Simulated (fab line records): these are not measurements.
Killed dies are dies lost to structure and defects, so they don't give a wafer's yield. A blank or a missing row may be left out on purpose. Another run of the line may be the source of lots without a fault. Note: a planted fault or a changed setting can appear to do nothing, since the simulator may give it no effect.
fab line records    flow n5_finfet
record: lots: 4  wafers: 12  last_day: 17
route steps=1938 shown BEOL_M0_CUTY@704 BEOL_M0@715 PASSIVATION@1936
lots that met no fault: taken from a fault-free run of the same line
start_h: hours from the record's opening day to when the first of the lot's shown wafers began    wait_h: how many hours have passed since the lot's step before this one    " same as the row above    L1.1+2: one row covering several wafers at once    - no value present, or no start provided    * or withheld: withheld    < > ~ a bound
route shown NAME@n: a module of which the file shows steps, and the number in the route of the first    usual: mean/standard deviation of fault-free wafers    same: alike in all rows    chamber/n: place in a boat    sites: each site's reading    _std_site: their standard deviation    _edge_site: outer sites' mean less inner sites'    radius_mm: how far each site lies from the wafer's centre    mask NAME#n: copy n    behind: tool/chamber where the wafer was last shaped    hold: why the lot went on hold/how many hours it stayed there/how the hold came to an end    device: the n, p or np transistor that did not switch    end of line: the route-end tests of the same wafers    a step with no rows: only its recipe    killed: at the first sort, the dies lost to defects and structure; wafer yield is something else    map: the dies of a wafer, with x for killed, . for not killed, _ for no die there
set.NAME: the setting the step ran with; set.NAME@STEP: the setting that earlier step ran with    model.NAME: the simulator's own value behind a step, which no gauge read
a table for each step, a row for each wafer; lots at some steps of the route
services: a tool's chamber out of use, with start hour (start_h, from the record's first day; less than 0 if before it), hours out, and reason
== steps ==
step: N5_BEOL_M0_CUTY_SOFTBAKE_53
recipe: temp_c: 110  time_s: 60  resist: CAR-ArF-block
step: N5_BEOL_M0_CUTY_EXPOSE_54
recipe: mask_id: M0_ABLK  na: 1.35  source_shape: conventional  sigma_outer: 0.8  polarization: unpolarized  dose_mj: 36
step: N5_BEOL_M0_CUTY_PEB_55
recipe: peb_temp_c: 110  peb_time_s: 60  resist: CAR-ArF-block
step: N5_BEOL_M0_CUTY_DEVELOP_56
recipe: develop_time_s: 30  developer: TMAH  resist: CAR-ArF-block  rinse_liquid: diw  dry: air_spin  dev_temp_c: 23
step: N5_BEOL_M0_CUTY_DESCUM_61
recipe: chemistry: O2  time_s: 7.9  source_power_w: 50  bias_power_w: 20  pressure_mtorr: 20  rf_frequency_hz: 2.712e+07  temp_c: 40  resist: CAR-ArF-block  o2_flow_sccm: 225
step: N5_BEOL_M0_CUTY_ETCH_62
recipe: chemistry: CF4  target: SiARC  mask_material: CAR-ArF-block  time_s: 58.5  ion_energy_ev: 80  pressure_mtorr: 40  source_w: 545  bias_w: 36  Ar_flow_sccm: 100  cf4_flow_sccm: 100  ends: cleared
step: N5_BEOL_M0_CUTY_ETCH_63
recipe: chemistry: N2/H2  target: SOC  target_depth_a: 827  overetch_a: 165  mask_material: SiARC  temp_c: 40  ion_energy_ev: 200  time_s: 124  pressure_mtorr: 30  source_w: 840  bias_w: 150  n2_flow_sccm: 200  h2_flow_sccm: 200
step: N5_BEOL_M0_CUTY_STRIP_64
recipe: chemistry: N2/H2  temp_c: 40  n2_flow_sccm: 200  h2_flow_sccm: 200  rf_frequency_hz: 6e+07
step: N5_BEOL_M0_ETCH_138
recipe: chemistry: CH3F/O2  target_depth_a: 120  target: SiCN  time_s: 31.6  ion_energy_ev: 120  pressure_mtorr: 30  source_w: 395  bias_w: 75  Ar_flow_sccm: 150  CH3F_flow_sccm: 30  O2_flow_sccm: 20  ends: cleared
step: N5_BEOL_M0_HM_OPEN_105
recipe: chemistry: Cl2/BCl3  target_depth_a: 120  target: TiN  ion_energy_ev: 150  pressure_mtorr: 10  icp_w: 1000  bias_w: 126  Cl2_flow_sccm: 53.25  bcl3_flow_sccm: 21.75  Ar_flow_sccm: 25
usual: bcl3_flow_sccm: 21.75/0.071  drypump_motor_current_A: 5.7/0.43  oes_product_au: 0.82/0.069  rf_fwd_power_W: 996/3.2  throttle_valve_pct: 22.02/0.22
lot.wafer  tool          chamber  start_h  wait_h  bcl3_flow_sccm  drypump_motor_current_A  oes_product_au  rf_fwd_power_W  rf_hours_counter_h  throttle_valve_pct
L575.3     rie_metal-01  1        151.99   0.5     21.80           5.7                      0.70            995             -                   22.15
L575.4     "             1        "        "       21.68           5.8                      0.70            994             -                   22.17
L575.6     "             1        "        "       21.71           5.7                      0.69            994             -                   22.14
L579.1     rie_metal-03  0        171.16   1.0     21.70           5.5                      0.76            990             53                  22.08
L579.3     "             1        "        "       21.87           6.0                      0.85            1000            -                   22.25
L579.6     "             1        "        "       21.82           6.0                      0.85            1001            -                   22.24
L581.1     rie_metal-03  0        186.41   0.1     21.91           5.5                      0.76            999             54                  22.06
L581.5     "             1        "        "       21.76           6.0                      0.85            999             -                   22.26
L581.6     "             0        "        "       21.79           5.5                      0.77            996             -                   22.08
L591.2     rie_metal-03  0        236.93   1.6     21.85           5.5                      0.75            992             58                  22.11
L591.4     "             0        "        "       21.84           5.5                      0.76            991             -                   22.12
L591.6     "             1        "        "       21.81           6.0                      0.83            995             -                   22.28
step: N5_BEOL_M0_STRIP_140
recipe: chemistry: CF4  resist: SiARC  power_w: 300  bias_power_w: 75  pressure_mtorr: 50  cf4_flow_sccm: 150  rf_frequency_hz: 6e+07
step: N5_BEOL_M0_STRIP_104
recipe: chemistry: N2/H2  power_w: 450  temp_c: 40  pressure_mtorr: 20  rf_frequency_hz: 6e+07  overash_fraction: 0.3  bias_power_w: 7  h2_frac: 0.5  n2_flow_sccm: 200  h2_flow_sccm: 200
step: N5_BEOL_M0_WET_ETCH_106
recipe: chemistry: DHF  dilution: 10:1  temp_c: 25  target: SiO2  target_depth_a: 1300  dry: ipa_marangoni  rinse_time_s: 30  rinse_temp_c: 23
step: N5_BEOL_M0_ETCH_128
recipe: chemistry: CF4/N2  target_depth_a: 120  overetch_a: 51  target: SiCN  time_s: 21.4  ion_energy_ev: 150  pressure_mtorr: 40  source_w: 430  bias_w: 70  Ar_flow_sccm: 100  cf4_flow_sccm: 60  n2_flow_sccm: 60
step: N5_BEOL_M0_TRENCH_ETCH_107
recipe: chemistry: C4F6/O2  target_depth_a: 328  target: SiOC  time_s: 16.4  ion_energy_ev: 250  pressure_mtorr: 30  source_w: 355  bias_w: 185  Ar_flow_sccm: 300  C4F6_flow_sccm: 10  O2_flow_sccm: 10
step: N5_BEOL_M0_STRIP_142
recipe: chemistry: N2/H2  time_s: 10  power_w: 450  temp_c: 40  pressure_mtorr: 20  rf_frequency_hz: 6e+07  bias_power_w: 7  n2_flow_sccm: 200  h2_flow_sccm: 200
step: N5_BEOL_M0_HM_STRIP_129
recipe: chemistry: peroxide_tin_strip  material: TiN  target_depth_a: 170  temp_c: 50  time_s: 108
step: N5_BEOL_M0_SRD_130
recipe: time_s: 30  temp_c: 23  rinse_liquid: diw  dry: ipa_marangoni
step: N5_BEOL_M0_ETCH_109
recipe: chemistry: CH3F/O2  target_depth_a: 80  overetch_a: 24  target: SiCN  time_s: 27.4  ion_energy_ev: 120  pressure_mtorr: 30  source_w: 395  bias_w: 75  Ar_flow_sccm: 150  CH3F_flow_sccm: 30  O2_flow_sccm: 20
step: N5_BEOL_M0_STRIP_139
recipe: chemistry: post_etch_residue_remover  time_s: 60  temp_c: 25  remover_ph: withheld  remover_water_wt_pct: withheld  remover_fluoride_wt_pct: withheld
step: N5_BEOL_M0_SRD_111
recipe: time_s: 30  temp_c: 23  rinse_liquid: diw  dry: ipa_marangoni
step: N5_BEOL_M0_DEGAS_112
recipe: ambient: vacuum  temp_c: 250  time_s: 60
step: N5_BEOL_M0_PRE_CLEAN_113
recipe: gas: H2/He  time_s: 30  temp_c: 250
step: N5_BEOL_M0_ALD_136
recipe: material: TaN  target_thk_a: *  temp_c: 275  ald_precursor_family: PDMAT  ald_co_reactant: NH3  pressure_torr: 3  carrier_flow_sccm: 1500  pulse_time_s: 2  purge_time_s: 3  co_reactant_purge_time_s: 2  co_reactant_pulse_time_s: 3  ald_cycles: 30  precursor_vessel_temp_c: 75  precursor_vessel_pressure_torr: 26.25  precursor_vessel_carrier_sccm: 1000
step: N5_BEOL_M0_SURFACE_TREAT_137
recipe: gas: Ar  time_s: *  ion_energy_ev: *  ion_current_ma_cm2: 0.5  pressure_mtorr: *  ar_flow_sccm: 30
step: N5_BEOL_M0_CVD_115
recipe: material: Co  target_thk_a: *  temp_c: withheld  precursor: CCTBA/H2  pressure_torr: 30  time_s: 120
step: N5_BEOL_M0_SPUTTER_116
recipe: material: Cu  target_thk_a: 40  temp_c: -20  chamber_pressure_pa: 0.07  power_w: withheld  time_s: 7.37
step: N5_BEOL_M0_ANNEAL_117
recipe: temp_c: 400  time_s: 60  ambient: vacuum
step: N5_BEOL_M0_SPUTTER_132
recipe: material: Cu  target_thk_a: 40  temp_c: -20  chamber_pressure_pa: 0.07  power_w: withheld  time_s: 7.37
step: N5_BEOL_M0_ANNEAL_133
recipe: temp_c: 400  time_s: 60  ambient: vacuum
step: N5_BEOL_M0_SPUTTER_134
recipe: material: Cu  target_thk_a: 40  temp_c: -20  chamber_pressure_pa: 0.07  power_w: withheld  time_s: 7.37
step: N5_BEOL_M0_ANNEAL_135
recipe: temp_c: 400  time_s: 60  ambient: vacuum
step: N5_BEOL_M0_SPUTTER_141
recipe: material: Cu  target_thk_a: 40  temp_c: -20  chamber_pressure_pa: 0.07  power_w: withheld  time_s: 7.37
step: N5_BEOL_M0_ECD_118
recipe: material: Cu  target_thk_a: 3000
step: N5_BEOL_M0_ANNEAL_119
recipe: temp_c: 225  time_s: 90  ambient: N2
step: N5_BEOL_M0_CMP_120
recipe: stop_on: SiOC  t_overpolish_s: 6.9  down_force_psi: 1  platen_rpm: 50  clearing_platen_down_force_psi: 1.5  clearing_platen_rpm: 50  post_cmp_clean: cu_alkaline  clearing_platen_pad_velocity_m_s: 0.99484  pad_velocity_m_s: 0.99484
step: N5_BEOL_M0_PRE_CLEAN_131
recipe: gas: NH3/H2  time_s: 15  temp_c: *  rf_power_w: 300
step: N5_PASSIVATION_PROBE_49
usual: defect_limited_yield: 91.2/1.4  killed_at_M0_to_M3: 35/11  killed_at_M4_up: 12/4.2  killed_at_contacts: 13/5.6  killed_at_front_end: 40/12  killed_at_other: 3.3/2.6  killed_dies: 103/17  killed_on_rim: 14/4.5  killed_open: 68/12  killed_short: 34/7.6  sort_bin_5_function: 5.1/0.95  sort_bin_6_memory: 3.3/0.68  sort_n_pass: 1077/17  sort_yield_pct: 91.2/1.4
same: gross_dies: 1180  killed_at_back_side: 0  sort_bin_4_leakage[%]: 0  sort_bin_8_speed[%]: 0
lot.wafer  tool       chamber  start_h  wait_h  defect_limited_yield[%]  killed_at_M0_to_M3  killed_at_M4_up  killed_at_contacts  killed_at_front_end  killed_at_other  killed_dies  killed_on_rim  killed_open  killed_short  sort_bin_5_function[%]  sort_bin_6_memory[%]  sort_n_pass  sort_yield_pct[%]
L579.1     prober-02  -        321.33   0.0     82.5                     135                 13               8                   43                   7                206          34             75           34            10.4                    4.0                   974          82.5
L579.3     prober-02  -        321.43   0.1     86.9                     102                 6                6                   35                   6                155          34             63           30            7.5                     4.2                   1025         86.9
L579.6     prober-02  -        321.58   0.3     89.8                     78                  6                4                   30                   2                120          24             35           27            6.4                     1.8                   1060         89.8
L581.1     prober-01  -        351.10   0.0     83.9                     122                 11               2                   49                   6                190          29             59           30            10.2                    3.1                   990          83.9
L581.5     prober-01  -        351.30   0.2     86.1                     95                  12               4                   48                   5                164          34             69           40            8.6                     3.2                   1016         86.1
L581.6     prober-01  -        351.35   0.3     82.5                     125                 12               5                   55                   9                206          30             74           39            10.7                    3.9                   974          82.5
killed by level:class
L579.1 BEOL_M0:unspecified=93 BEOL_M3:geometric_particle:open=9 BEOL_M2:geometric_particle:open=8 FIN_SAQP:geometric_particle:short=7 FIN_SAQP:geometric_particle:open=7 BEOL_M1:geometric_particle:open=7 BEOL_M0_SAQP:geometric_particle:short=7 DUMMY_GATE:geometric_particle:open=5
L579.3 BEOL_M0:unspecified=62 BEOL_M2:geometric_particle:open=11 FIN_SAQP:geometric_particle:open=9 BEOL_M1:geometric_particle:open=9 GATE_CUT:geometric_particle:short=7 FIN_SAQP:geometric_particle:short=6 MOL_CONTACT_COAG:geometric_particle:open=6 DUMMY_GATE:geometric_particle:open=5
L579.6 BEOL_M0:unspecified=58 FIN_SAQP:geometric_particle:short=7 FIN_SAQP:geometric_particle:open=6 GATE_CUT:geometric_particle:short=5 BEOL_M2:geometric_particle:open=5 BEOL_M3:geometric_particle:open=5 MOL_CONTACT_COAG:geometric_particle:open=4 BEOL_M0_SAQP:geometric_particle:open=4
L581.1 BEOL_M0:unspecified=101 FIN_SAQP:geometric_particle:open=10 FIN_SAQP:geometric_particle:short=9 BEOL_M0_SAQP:geometric_particle:open=9 GATE_CUT:geometric_particle:short=8 BEOL_M4:geometric_particle:open=7 STI_FIN_REVEAL:geometric_particle:open=6 GATE_CUT:geometric_particle:open=6
L581.5 BEOL_M0:unspecified=54 FIN_SAQP:geometric_particle:short=13 FIN_SAQP:geometric_particle:open=11 STI_FIN_REVEAL:geometric_particle:open=11 BEOL_M2:geometric_particle:open=10 BEOL_M0_SAQP:geometric_particle:open=6 BEOL_M0_SAQP:geometric_particle:short=6 BEOL_M4:geometric_particle:open=6
L581.6 BEOL_M0:unspecified=93 FIN_SAQP:geometric_particle:open=14 STI_FIN_REVEAL:geometric_particle:open=13 FIN_SAQP:geometric_particle:short=11 BEOL_M2:geometric_particle:open=9 BEOL_M4:geometric_particle:open=9 BEOL_M1:geometric_particle:open=7 BEOL_M2:geometric_particle:short=6
map L579.1 (x killed, . not)
_________________x..xx......x________________
______________....x...........x._____________
___________..........x...........x.__________
__________..........x...........x.x._________
________xxx........x......x.......x..._______
_______xxxxxx.......x..x...............______
______xxxxxx.x....................x....._____
_____xxxxxxxxxxx..................x......____
____xxxxxxxxxxx..x........................___
___xxxxxxxxxxx.x....x...x..........x.....x.__
___xxxxxxxxx....x...x.......x..............__
__.xxxxxxxx.x.....x...x...........x........._
__xx.xxxxxxxx.x.x..........................._
_x.xxxx.x.xxx.......x..x......xx.......x.....
_x..x.xxxx.......................x.....x...xx
_..xx..xx...........x.x.....x................
_...........x...x....x.......................
_...x.............x..............x...........
_......x...x.............x.....x....x...x..x.
_x....x........x.x....................xx..x..
_....x.........................x......x......
__..........x......x.x......x.x............._
__........x..............x..xx......x.x.x..._
___......................x..x............x.__
___............x..x........................__
____..x...........xx...x.x.x.x............___
_____.............x........x..xxx..x.....____
______.................................._____
_______........x................x...x..______
________......x...x..................._______
__________.x..........x.........x..._________
___________.....................x.x__________
______________..x..............._____________
_________________.xx.........________________
map L581.6 (x killed, . not)
_________________.......x....________________
______________..x..........x...._____________
___________........x...............__________
__________x.......x....x..........x._________
________xx..x........x................_______
_______xxxx.x.........................x______
______xxxxxxx.........x.xx.............._____
_____xxxxxxxxx..................x.x.x...x____
____xxxxxxxxxx...x...x....x............x..___
___xxxxxxxxxxx.x...........................__
___xxxxxxxxxxx...........x.................__
__xxxxxxxxxxx..............x.........x..x..._
__xxxxxxxxxxx..........x............x....x.._
_.xxxxx.xxxx.......x...................x.....
_....x..xxx..x..................x............
_.x.x........xx.........x....x..x............
_.x....x....x.....xx.............x.....xx....
_............x..x...xx..x.........x...x......
_.........x....x.....x.x.x.......x........x..
_..x.........x.x..x......x...................
_..xx................x..................x....
__...............xx........xx..............._
__...x......................................_
___x.......................x.........xx....__
___......x..........x.........x......xx....__
____..................x..x....x..........x___
_____.x..x.........x..x......x......x....____
______.xx..xxx......x.............x....._____
_______.....x...x.........x............______
________....x....x.......x.........x.x_______
__________.....x.................x.._________
___________...............x........__________
______________...........x......_____________
_________________..........x.________________
== services ==
tool          chamber  start_h  hours  kind
rie_metal-01  0        133.73   -      clean
rie_metal-01  0        133.73   22.1   scheduled_down
rie_metal-01  0        133.73   22.1   vent_cycle
rie_metal-01  0        170.61   11.9   repair
rie_metal-03  0        215.64   3.2    repair
rie_metal-03  0        224.56   9.9    repair
== key ==
first_sign: step: N5_PASSIVATION_PROBE_49  reading: killed_at_M0_to_M3  direction: up  sigmas: 6.8  usual: 35  struck: 110
effect: step: N5_PASSIVATION_PROBE_49  reading: killed_dies  direction: up  sigmas: 4.2  usual: 103  struck: 174
more_kills_born_at: N5_BEOL_M0_HM_OPEN_105@rie_metal-03: 461
met_at N5_BEOL_M0_HM_OPEN_105
struck_wafers L579.1,L579.3,L579.6,L581.1,L581.5,L581.6
fault: kind: chamber_particle_source  tool: rie_metal-03  chamber: -  onset_h: 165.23  steps: N5_BEOL_M0_HM_OPEN_105  rate_per_visit_cm2: 1.1403  end_h: 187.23
